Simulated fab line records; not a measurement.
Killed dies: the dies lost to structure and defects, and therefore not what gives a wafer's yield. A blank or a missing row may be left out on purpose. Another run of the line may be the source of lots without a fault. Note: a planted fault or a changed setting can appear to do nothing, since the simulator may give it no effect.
Commonality check across tools :: flow nand harc :: 11 lots and 33 wafers in the sample

WHY IT WAS OPENED
At NHARC_END_SORT_01 the reading killed at array is flagged on 2 of 11 lots. No-fault wafers: 54, standard deviation 16.
Rule: a lot is flagged in two cases, either no wafer of it has a number, or all its wafers with numbers fall more than 4 standard deviations from that mean. All remaining lots are regarded as sound.

lot: L608
measured: day 25 14:32
on: prober-01
killed at array, wafer by wafer: 58 56 65
flag: 

lot: L606
measured: day 25 15:18
on: prober-02
killed at array, wafer by wafer: 30 24 30
flag: 

lot: L607
measured: day 26 12:31
on: prober-02
killed at array, wafer by wafer: 49 51 45
flag: 

lot: L612
measured: day 27 03:35
on: prober-01
killed at array, wafer by wafer: 71 63 62
flag: 

lot: L615
measured: day 28 14:43
on: prober-01
killed at array, wafer by wafer: 162 174 177
flag: FLAGGED

lot: L619
measured: day 30 06:22
on: prober-01
killed at array, wafer by wafer: 128 125 129
flag: FLAGGED

lot: L617
measured: day 30 13:27
on: prober-02
killed at array, wafer by wafer: 54 52 53
flag: 

lot: L623
measured: day 31 21:56
on: prober-01
killed at array, wafer by wafer: 63 53 53
flag: 

lot: L624
measured: day 33 06:49
on: prober-02
killed at array, wafer by wafer: 53 54 62
flag: 

lot: L626
measured: day 33 07:35
on: prober-01
killed at array, wafer by wafer: 37 33 34
flag: 

lot: L627
measured: day 33 19:35
on: prober-02
killed at array, wafer by wafer: 39 49 39
flag: 
The numbers of the flagged lots are 149 on average: +95 against the usual, or +6 standard deviations.

WHICH TOOL EACH LOT WENT THROUGH
The record holds 3 process steps before the reading, out of a route of 1302 steps. Read each cell as the tool, then ch plus the chambers that the sampled wafers visited, then the start.
lot: L608
flag: 
NHARC_A_CHANNEL_FILL_D2_ALD_16: ald hk-04 ch 0,2,3, day 15 02:47
NHARC_THIN_TSV_DEGAS_49: pvd sputter-02, day 25 01:54
NHARC_THIN_TSV_STRIP_56: plasma asher-02 ch 0,1, day 25 05:43

lot: L606
flag: 
NHARC_A_CHANNEL_FILL_D2_ALD_16: ald hk-04 ch 0,3, day 15 02:55
NHARC_THIN_TSV_DEGAS_49: pvd sputter-01, day 25 00:49
NHARC_THIN_TSV_STRIP_56: plasma asher-02 ch 0, day 25 04:27

lot: L607
flag: 
NHARC_A_CHANNEL_FILL_D2_ALD_16: ald hk-04 ch 0,3, day 15 14:53
NHARC_THIN_TSV_DEGAS_49: pvd sputter-03, day 26 00:19
NHARC_THIN_TSV_STRIP_56: plasma asher-01 ch 0,1, day 26 04:02

lot: L612
flag: 
NHARC_A_CHANNEL_FILL_D2_ALD_16: ald hk-04 ch 1,2,3, day 16 22:38
NHARC_THIN_TSV_DEGAS_49: pvd sputter-01, day 26 16:35
NHARC_THIN_TSV_STRIP_56: plasma asher-01 ch 0,1, day 26 20:20

lot: L615
flag: FLAGGED
NHARC_A_CHANNEL_FILL_D2_ALD_16: ald hk-04 ch 1,2, day 18 12:04
NHARC_THIN_TSV_DEGAS_49: pvd sputter-02, day 28 02:55
NHARC_THIN_TSV_STRIP_56: plasma asher-01 ch 1, day 28 06:49

lot: L619
flag: FLAGGED
NHARC_A_CHANNEL_FILL_D2_ALD_16: ald hk-04 ch 1,2, day 19 23:01
NHARC_THIN_TSV_DEGAS_49: pvd sputter-01, day 29 15:17
NHARC_THIN_TSV_STRIP_56: plasma asher-01 ch 0,1, day 29 19:13

lot: L617
flag: 
NHARC_A_CHANNEL_FILL_D2_ALD_16: ald hk-02 ch 1,2,3, day 20 05:01
NHARC_THIN_TSV_DEGAS_49: pvd sputter-01, day 29 16:38
NHARC_THIN_TSV_STRIP_56: plasma asher-01 ch 0,1, day 29 20:26

lot: L623
flag: 
NHARC_A_CHANNEL_FILL_D2_ALD_16: ald hk-01 ch 1,2,3, day 21 15:18
NHARC_THIN_TSV_DEGAS_49: pvd sputter-03, day 31 08:53
NHARC_THIN_TSV_STRIP_56: plasma asher-01 ch 0,1, day 31 12:49

lot: L624
flag: 
NHARC_A_CHANNEL_FILL_D2_ALD_16: ald hk-02 ch 0,2,3, day 22 15:07
NHARC_THIN_TSV_DEGAS_49: pvd sputter-01, day 32 14:46
NHARC_THIN_TSV_STRIP_56: plasma asher-02 ch 0,1, day 32 18:42

lot: L626
flag: 
NHARC_A_CHANNEL_FILL_D2_ALD_16: ald hk-04 ch 0,1,3, day 22 21:00
NHARC_THIN_TSV_DEGAS_49: pvd sputter-02, day 32 16:14
NHARC_THIN_TSV_STRIP_56: plasma asher-02 ch 0,1, day 32 20:09

lot: L627
flag: 
NHARC_A_CHANNEL_FILL_D2_ALD_16: ald hk-01 ch 0,1,3, day 23 17:40
NHARC_THIN_TSV_DEGAS_49: pvd sputter-01, day 33 07:24
NHARC_THIN_TSV_STRIP_56: plasma asher-02 ch 0,1, day 33 11:08
These steps, and what they do:
- NHARC_A_CHANNEL_FILL_D2_ALD_16: deposits SiO2, target thk 1.5 nm, pulse time 10 s, ald cycles 15.
- NHARC_THIN_TSV_DEGAS_49: time 120 s.
- NHARC_THIN_TSV_STRIP_56: strips in O2.
- NHARC_END_SORT_01

FLAGGED OVER TOTAL, TOOL BY TOOL (the gauges that took the reading come last)
step: NHARC_A_CHANNEL_FILL_D2_ALD_16
tool: ald hk-01
lots run: 2
flagged: 0
share of the flagged lots: none
sound lots run after its first flagged lot: -

step: NHARC_A_CHANNEL_FILL_D2_ALD_16
tool: ald hk-02
lots run: 2
flagged: 0
share of the flagged lots: none
sound lots run after its first flagged lot: -

step: NHARC_A_CHANNEL_FILL_D2_ALD_16
tool: ald hk-04
lots run: 7
flagged: 2
share of the flagged lots: all
sound lots run after its first flagged lot: 1 (L626)

step: NHARC_THIN_TSV_DEGAS_49
tool: pvd sputter-01
lots run: 6
flagged: 1
share of the flagged lots: some
sound lots run after its first flagged lot: 3 (L617,L624,L627)

step: NHARC_THIN_TSV_DEGAS_49
tool: pvd sputter-02
lots run: 3
flagged: 1
share of the flagged lots: some
sound lots run after its first flagged lot: 1 (L626)

step: NHARC_THIN_TSV_DEGAS_49
tool: pvd sputter-03
lots run: 2
flagged: 0
share of the flagged lots: none
sound lots run after its first flagged lot: -

step: NHARC_THIN_TSV_STRIP_56
tool: plasma asher-01
lots run: 6
flagged: 2
share of the flagged lots: all
sound lots run after its first flagged lot: 2 (L617,L623)

step: NHARC_THIN_TSV_STRIP_56
tool: plasma asher-02
lots run: 5
flagged: 0
share of the flagged lots: none
sound lots run after its first flagged lot: -

step: NHARC_END_SORT_01
tool: prober-01
lots run: 6
flagged: 2
share of the flagged lots: all
sound lots run after its first flagged lot: 2 (L623,L626)

step: NHARC_END_SORT_01
tool: prober-02
lots run: 5
flagged: 0
share of the flagged lots: none
sound lots run after its first flagged lot: -

WHAT THE TABLE ALLOWS
In the table, 3 rows ran each flagged lot (ald hk-04 at NHARC_A_CHANNEL_FILL_D2_ALD_16; plasma asher-01 at NHARC_THIN_TSV_STRIP_56; prober-01 at NHARC_END_SORT_01).
- ald hk-04 at NHARC_A_CHANNEL_FILL_D2_ALD_16: 2 of its 7 lots flagged. Sound lots ran on it after the first flagged one (L626), which a lasting fault on the whole tool wouldn't allow.
- plasma asher-01 at NHARC_THIN_TSV_STRIP_56: 2 of its 6 lots flagged. Sound lots ran on it after the first flagged one (L617, L623), which a lasting fault on the whole tool wouldn't allow.
- prober-01 at NHARC_END_SORT_01: 2 of its 6 lots flagged. Sound lots ran on it after the first flagged one (L623, L626), which a lasting fault on the whole tool wouldn't allow.
Not one row of the table ran every flagged lot while running no sound lot after the first.

WHAT HAD BEEN PUT IN BY THE SIMULATOR
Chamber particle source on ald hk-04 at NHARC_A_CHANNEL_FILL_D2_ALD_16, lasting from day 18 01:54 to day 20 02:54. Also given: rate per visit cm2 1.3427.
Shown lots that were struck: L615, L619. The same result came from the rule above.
